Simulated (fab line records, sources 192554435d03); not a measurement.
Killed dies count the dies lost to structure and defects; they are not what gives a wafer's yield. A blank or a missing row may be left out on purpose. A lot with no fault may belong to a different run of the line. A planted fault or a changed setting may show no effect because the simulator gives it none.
The tool behind it: which one? -- flow n5Finfet -- 11 lots with 33 wafers sampled at 5 steps, on a route of 1938 steps

## WHAT THE GAUGES READ, wafer by wafer
N5_BEOL_M14_CD_MEAS_10: the cd target is 250 nm.
lot,measured,on,cdNm (nm)
L567,day 13 20:54,cdSem-02,252.1 249.7 252.5
L568,day 14 06:23,cdSem-03,249.7 248.1 249.6
L571,day 15 02:59,cdSem-02,248.0 249.2 249.3
L576,day 16 06:51,cdSem-01,247.3 249.8 250.3
L572,day 16 18:16,cdSem-03,249.1 249.6 249.8
L577,day 17 14:17,cdSem-01,253.3 248.8 253.1
L580,day 17 18:40,cdSem-01,265.0 261.8 266.3
L581,day 18 09:35,cdSem-02,264.3 269.6 266.2
L578,day 18 21:35,cdSem-01,249.7 249.2 251.7
L589,day 19 21:44,cdSem-03,251.7 252.3 249.1
L588,day 19 22:18,cdSem-01,250.6 250.4 249.9

N5_BEOL_M14_INSPECT_12: inspects for defects (macro).
lot,measured,on,rawDefectCount
L567,day 13 20:57,defectInspect-01,3 2 2
L568,day 14 06:27,defectInspect-02,2 1 4
L571,day 15 03:04,defectInspect-01,1 0 3
L576,day 16 06:54,defectInspect-02,1 6 2
L572,day 16 18:20,defectInspect-02,0 1 3
L577,day 17 14:20,defectInspect-02,4 1 4
L580,day 17 18:44,defectInspect-02,2 3 2
L581,day 18 09:40,defectInspect-01,4 2 1
L578,day 18 21:38,defectInspect-02,2 1 2
L589,day 19 21:47,defectInspect-01,2 3 1
L588,day 19 22:22,defectInspect-01,1 0 2

## WHAT TOOL EACH LOT RAN ON (gives the tool, then ch and the chambers of the sampled wafers, and finally the start)
lot,N5_BEOL_M13_DEGAS_41,N5_BEOL_M14_ILD_DEP_00,N5_BEOL_M14_PEB_08
L567,"pvdSputter-01, day 13 18:49","pecvd-03 ch 0,1, day 13 20:24","lithoTrack-03 ch 0, day 13 20:47"
L568,"pvdSputter-02, day 14 04:28","pecvd-02 ch 0,1,2, day 14 05:46","lithoTrack-04 ch 0, day 14 06:17"
L571,"pvdSputter-02, day 15 01:07","pecvd-03 ch 1,2, day 15 02:29","lithoTrack-02 ch 0, day 15 02:53"
L576,"pvdSputter-03, day 16 04:55","pecvd-01 ch 1,2, day 16 06:13","lithoTrack-02 ch 0, day 16 06:44"
L572,"pvdSputter-03, day 16 16:16","pecvd-01 ch 0,1, day 16 17:34","lithoTrack-03 ch 0, day 16 18:10"
L577,"pvdSputter-03, day 17 12:16","pecvd-01 ch 1,2, day 17 13:47","lithoTrack-04 ch 0, day 17 14:10"
L580,"pvdSputter-01, day 17 16:38","pecvd-01 ch 0,2, day 17 18:10","lithoTrack-04 ch 0, day 17 18:33"
L581,"pvdSputter-03, day 18 07:26","pecvd-03 ch 1,2, day 18 08:58","lithoTrack-04 ch 0, day 18 09:28"
L578,"pvdSputter-01, day 18 19:07","pecvd-01 ch 1,2, day 18 20:58","lithoTrack-03 ch 0, day 18 21:28"
L589,"pvdSputter-03, day 19 19:41","pecvd-02 ch 0,1, day 19 21:07","lithoTrack-02 ch 0, day 19 21:37"
L588,"pvdSputter-03, day 19 20:22","pecvd-01 ch 0,1, day 19 21:41","lithoTrack-02 ch 0, day 19 22:11"
- N5_BEOL_M13_DEGAS_41: time 60 s.
- N5_BEOL_M14_ILD_DEP_00: deposits SiO2 from TEOS/O2, target thk 1119.3 nm, time 237.4 s.
- N5_BEOL_M14_PEB_08: peb time 90 s.

## AS READ BY THE TOOLS THEMSELVES (means over the sampled wafers that have a number; for cases with no such wafer, the mark the record gives instead)
N5_BEOL_M13_DEGAS_41.
lot,tool,heaterPowerW (W)
L567,pvdSputter-01,317
L568,pvdSputter-02,334
L571,pvdSputter-02,337
L576,pvdSputter-03,319
L572,pvdSputter-03,331
L577,pvdSputter-03,366
L580,pvdSputter-01,339
L581,pvdSputter-03,342
L578,pvdSputter-01,335
L589,pvdSputter-03,331
L588,pvdSputter-03,347

N5_BEOL_M14_ILD_DEP_00.
lot,tool,heaterPowerOuterW (W),heaterPowerW (W),showerheadPlenumPTorr (Torr),throttleValvePct (%)
L567,pecvd-03,381,652,8.36,18.8
L568,pecvd-02,338,610,8.35,17.5
L571,pecvd-03,291,537,8.28,18.4
L576,pecvd-01,378,655,8.32,17.2
L572,pecvd-01,405,690,8.36,17.6
L577,pecvd-01,402,703,8.32,17.5
L580,pecvd-01,372,657,8.32,17.4
L581,pecvd-03,336,607,8.28,18.4
L578,pecvd-01,342,610,8.29,17.0
L589,pecvd-02,349,641,8.35,18.0
L588,pecvd-01,420,709,8.35,17.5

N5_BEOL_M14_PEB_08.
lot,tool,heaterPowerTotalW (W),plateTempC (C)
L567,lithoTrack-03,172.7,130.06
L568,lithoTrack-04,173.4,129.82
L571,lithoTrack-02,172.0,130.07
L576,lithoTrack-02,173.0,129.91
L572,lithoTrack-03,172.3,129.98
L577,lithoTrack-04,172.2,130.01
L580,lithoTrack-04,179.7,134.31
L581,lithoTrack-04,180.7,134.33
L578,lithoTrack-03,172.3,129.90
L589,lithoTrack-02,172.8,130.13
L588,lithoTrack-02,172.5,129.93

## THE ANSWER, worked out from the rows above alone
Rule: usual is defined by the lots themselves. Put in order of their means at a reading, lots are off if they are a third of the lots or fewer, leave a main group of 4 or more, and stand apart from it by a gap of 3 or more times the standard deviation of the main group's means; of several such gaps the widest counts. A main group is skipped when, at the precision printed for the reading in the tables above, its means are all equal. Also off: a lot with no number at a reading for which 4 or more lots have one. The other lots that the step has rows for count as sound. The gauges are gone through in route order, then the tools' own readings, and for those a lot's mean is taken as printed above. The first step at which some lot is off is used, and at that step the reading that is off furthest; a lot without a number counts as furthest.
Off, at N5_BEOL_M14_CD_MEAS_10 on cdNm: L580, L581. Mean 250.1 nm and standard deviation 1 in the main group.
A tool fits if, at a process step before that reading, it ran every lot that is off, and no sound lot after the first of them. The gauges at N5_BEOL_M14_CD_MEAS_10 aren't tried: what is off there is off at N5_BEOL_M14_PEB_08 too, on other tools, and a gauge's error can't cause that. One fits: lithoTrack-04 at N5_BEOL_M14_PEB_08. A fault onset in the window from L577 (day 17 14:10, its last sound lot) to L580 (day 17 18:33, its first lot off) fits.
The tool's own readings at N5_BEOL_M14_PEB_08 bear it out: on the lots that are off they differ by more than 5 times the standard deviation of the sound lots' means. heaterPowerTotalW reads 180.2 W there against 172.6 W on the sound lots; plateTempC reads 134.32 C there against 129.98 C on the sound lots.

## WHAT THE SIMULATOR HAD INSERTED
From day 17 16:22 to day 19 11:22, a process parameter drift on lithoTrack-04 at N5_BEOL_M14_PEB_08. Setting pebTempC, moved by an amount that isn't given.
Struck lots among those shown: L580, L581. The rule given above showed the same thing.
